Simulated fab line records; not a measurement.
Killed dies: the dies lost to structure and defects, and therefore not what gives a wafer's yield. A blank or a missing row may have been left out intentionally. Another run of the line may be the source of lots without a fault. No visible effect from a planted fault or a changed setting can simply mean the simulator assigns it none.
A lot that was struck, set against a sound lot	flow nand_harc	15 out of 1159 route steps
Sound: the wafers L476.1, L476.2, L476.4. Wafers L479.2, L479.4, L479.6 were the ones struck. The cause is given at the end.
Order at every step that has rows: each side's tool, ch and its chambers, its first start. Under that, the readings that differ: sound wafers	struck wafers	difference of the means	sigmas: that difference in standard deviations of wafers without a fault.
alike: words and numbers the same on both sides, and readings whose means are apart by under 2 such deviations; not compared: readings that were withheld, readings missing a value for some wafer, numbers with overlapping values and no deviation given by the record, and bounds like >300 which may hide the same value.
The two part at a step that has a row with sigmas, a row that says differs or no value, or rows on one side only. When numbers do not overlap yet have no deviation, they are printed without sigmas and do not part them. A reading that every wafer of one side lacks parts them only if that side has two wafers or more.

first, 1 step without rows for these wafers: NHARC_P_M0_DEVELOP_08 (develop time 35 s).
NHARC_P_M0_CD_MEAS_09 targets a cd of 90 nm.
  sound on cd_sem-01 ch 0, day 7 04:25; struck on cd_sem-02 ch 0, day 7 18:33
  alike: cd_nm
NHARC_P_M0_OVL_MEAS_10: pitch 180 nm.
  sound: overlay-02 at day 7 04:30; struck: overlay-02 at day 7 18:38
  alike: overlay_x_nm, overlay_y_nm
NHARC_P_M0_INSPECT_11:
  sound: defect_inspect-02 at day 7 04:32; struck: defect_inspect-01 at day 7 18:40
  alike: raw_defect_count
NHARC_P_M0_DESCUM_14: chemistry O2, time 3 s.
  sound on rie_diel-07 ch 1,2,3, day 7 04:36; struck on rie_diel-13 ch 0,1, day 7 18:44
  alike: drypump_motor_current_A, mfc_ar_sccm, oes_product_au, rf_vpp_V, showerhead_plenum_p_Torr, throttle_valve_pct
  not compared: rf_hours_counter_h
NHARC_P_M0_ETCH_34: etches the open film in N2/H2, target depth 40 nm, overetch 12 nm, time 43.94 s.
  sound on rie_diel-07 ch 0,1,3, day 7 04:41; struck on rie_diel-13 ch 0,1,3, day 7 18:50
  alike: drypump_motor_current_A, mfc_ar_sccm, oes_product_au, rf_fwd_power_W, rf_vpp_V, showerhead_plenum_p_Torr, throttle_valve_pct
  not compared: rf_hours_counter_h
NHARC_P_M0_ETCH_15: etches the open film in C4F8/Ar, target depth 150 nm, overetch 15 nm, time 82.5 s.
  sound: rie_diel-07 ch 0,2,3; struck: rie_diel-13 ch 1,3
  alike: oes_product_au, rf_fwd_power_W, rf_vpp_V
  not compared: rf_hours_counter_h
NHARC_P_M0_CD_MEAS_16:
  sound: cd_sem-03 at day 7 04:54; struck: cd_sem-02 at day 7 19:02
  alike: cd_nm
then, 2 steps without rows for these wafers: NHARC_P_M0_STRIP_18 (strips in N2/H2); NHARC_P_M0_STRIP_19 (strips in post etch residue remover, time 600 s).
NHARC_P_M0_DEGAS_28: time 60 s.
  sound: pvd_sputter-02 at day 7 05:31; struck: pvd_sputter-02 at day 7 19:39
  alike: heater_power_w
then, 1 step without rows for these wafers: NHARC_P_M0_PRE_CLEAN_29 (time 30 s).
NHARC_P_M0_PVD_20: deposits TaN, target thk 5 nm, time 8.06 s.
  sound: pvd_sputter-02 at day 7 05:38; struck: pvd_sputter-02 at day 7 20:02
  alike: throttle_valve_pct
NHARC_P_M0_PVD_21: deposits Cu, target thk 30 nm, time 20.49 s.
  sound on pvd_sputter-02; struck on pvd_sputter-02
  alike: throttle_valve_pct
next, for these wafers, 1 step has no rows: NHARC_END_SORT_01.

## WHERE THEY PART
Nowhere in this record.

WHY: what had been put in by the simulator
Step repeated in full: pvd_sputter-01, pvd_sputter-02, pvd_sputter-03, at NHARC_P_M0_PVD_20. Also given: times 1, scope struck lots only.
